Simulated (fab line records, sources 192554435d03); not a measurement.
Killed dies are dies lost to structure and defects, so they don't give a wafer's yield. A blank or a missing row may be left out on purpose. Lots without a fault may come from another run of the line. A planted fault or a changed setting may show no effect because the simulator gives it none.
A struck lot beside a sound one | flow n5_finfet | 26 steps out of a route of 1938
Sound: wafers L572.1, L572.5, L572.6. Struck: wafers L564.1, L564.2, L564.3. The cause comes at the end.
At each step with rows: each side's tool, then ch and its chambers, then its first start. Under that, the readings that differ: sound wafers | struck wafers | difference of the means | sigmas: that difference in standard deviations of wafers without a fault.
alike: readings whose means differ by less than 2 such deviations, and words and numbers that are the same on both sides. not compared: withheld readings, readings that some wafer has no value for, bounds like >300 that may hide the same value, and numbers for which the record gives no deviation and whose values overlap.
The two part at a step that has a row with sigmas, a row that says differs or no value, or rows on one side only. Numbers that don't overlap but have no deviation are shown without sigmas and don't part them. A reading that every wafer of one side lacks parts them only if that side has two wafers or more.

first, 8 steps without rows for these wafers: N5_BEOL_M4_PRE_CLEAN_60 (time 15 s); N5_BEOL_M4_CO_CAP_55 (material Co, precursor CCTBA/H2, target thk 2 nm, time 102.1 s); N5_BEOL_M4_PRE_CLEAN_56 (time 15 s); N5_BEOL_M4_DEP_57 (deposits SiCN from 3MS/NH3, target thk 8 nm, time 14 s); N5_BEOL_M5_ILD_DEP_00 (deposits SiCOH lowk from DEMS/porogen, target thk 140.64 nm, time 25.9 s); N5_BEOL_M5_CURE_79 (cures SiCOH lowk, time 240 s); N5_BEOL_M5_PECVD_70 (deposits SiO2 from TEOS/O2, target thk 16 nm, time 18 s); N5_BEOL_M5_HM_DEP_02 (deposits TiN, target thk 20 nm).
N5_BEOL_M5_COAT_59: time 60 s, resist thk 60 nm.
  sound on litho_track-04 ch 0, day 14 02:04; struck on litho_track-04 ch 0, day 10 17:19
  reading                                  | sound                | struck               | difference | sigmas
  spin_speed_rpm (rpm)                     | 1499.2 1500.9 1499.1 | 1698.0 1699.1 1698.8 | +198.9     | +99 or more
  model.SOC_of_BEOL_M5_COAT_59.thk_nm (nm) | 60.4 60.2 60.2       | 56.4 56.4 56.2       | -3.9       |
then, 11 steps without rows for these wafers: N5_BEOL_M5_COAT_60 (time 60 s, resist thk 12 nm); N5_BEOL_M5_COAT_71 (time 60 s, resist thk 5 nm); N5_BEOL_M5_COAT_05 (resist thk 30 nm); N5_BEOL_M5_EBR_07; N5_BEOL_M5_SOFTBAKE_06 (time 60 s); N5_BEOL_M5_EXPOSE_08 (exposes mask M5, target cd 28 nm); N5_BEOL_M5_PEB_09 (peb time 60 s); N5_BEOL_M5_DEVELOP_10 (develop time 30 s); N5_BEOL_M5_DESCUM_16 (chemistry O2, time 7 s); N5_BEOL_M5_ETCH_72 (etches underlayer in N2/H2, target depth 6.5 nm, time 5.2 s); N5_BEOL_M5_ETCH_61 (etches SiARC in CF4, target depth 15.6 nm, time 26 s).
N5_BEOL_M5_ETCH_62: etches SOC in N2/H2, target depth 75 nm, overetch 15 nm, time 112.5 s.
  sound on rie_diel-03 ch 0,1, day 14 02:40; struck on rie_diel-03 ch 0,2,3, day 10 17:49
  reading                  | sound             | struck            | difference | sigmas
  model.etch.depth_nm (nm) | 60.37 60.18 60.18 | 56.35 56.35 56.28 | -3.92      |
  alike: drypump_motor_current_A, h2_flow_sccm, n2_flow_sccm, oes_product_au, rf_vpp_V, showerhead_plenum_p_Torr, throttle_valve_pct
  not compared: rf_hours_counter_h
then, 3 steps without rows for these wafers: N5_BEOL_M5_STRIP_63 (strips in N2/H2); N5_BEOL_M5_STRIP_73 (strips in N2/H2); N5_BEOL_M5_STRIP_64 (strips in CF4).
N5_BEOL_M5_HM_OPEN_17: chemistry Cl2/BCl3, target TiN, target depth 20 nm, overetch 6 nm.
  sound on rie_metal-01 ch 0,1, day 14 02:50; struck on rie_metal-01 ch 0,1, day 10 17:59
  reading                                  | sound             | struck            | difference | sigmas
  oes_product_au (a.u.)                    | 0.78 0.78 0.77    | 0.51 0.53 0.53    | -0.25      | -3
  throttle_valve_pct (%)                   | 21.92 21.91 21.74 | 22.31 22.42 22.41 | +0.52      | +2
  model.SOC_of_BEOL_M5_COAT_59.thk_nm (nm) | 52.2 52 51.8      | 48.2 48.4 48.4    | -3.7       |
  alike: drypump_motor_current_A
  not compared: rf_hours_counter_h
then, 1 step without rows for these wafers: N5_BEOL_M5_STRIP_19 (strips in O2).

WHERE THEY PART
First at N5_BEOL_M5_COAT_59; last, within this record, at N5_BEOL_M5_HM_OPEN_17.

WHY: what the simulator had put in
Process parameter drift: litho_track-04, from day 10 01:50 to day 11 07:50, at N5_BEOL_M5_COAT_59. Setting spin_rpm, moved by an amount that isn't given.
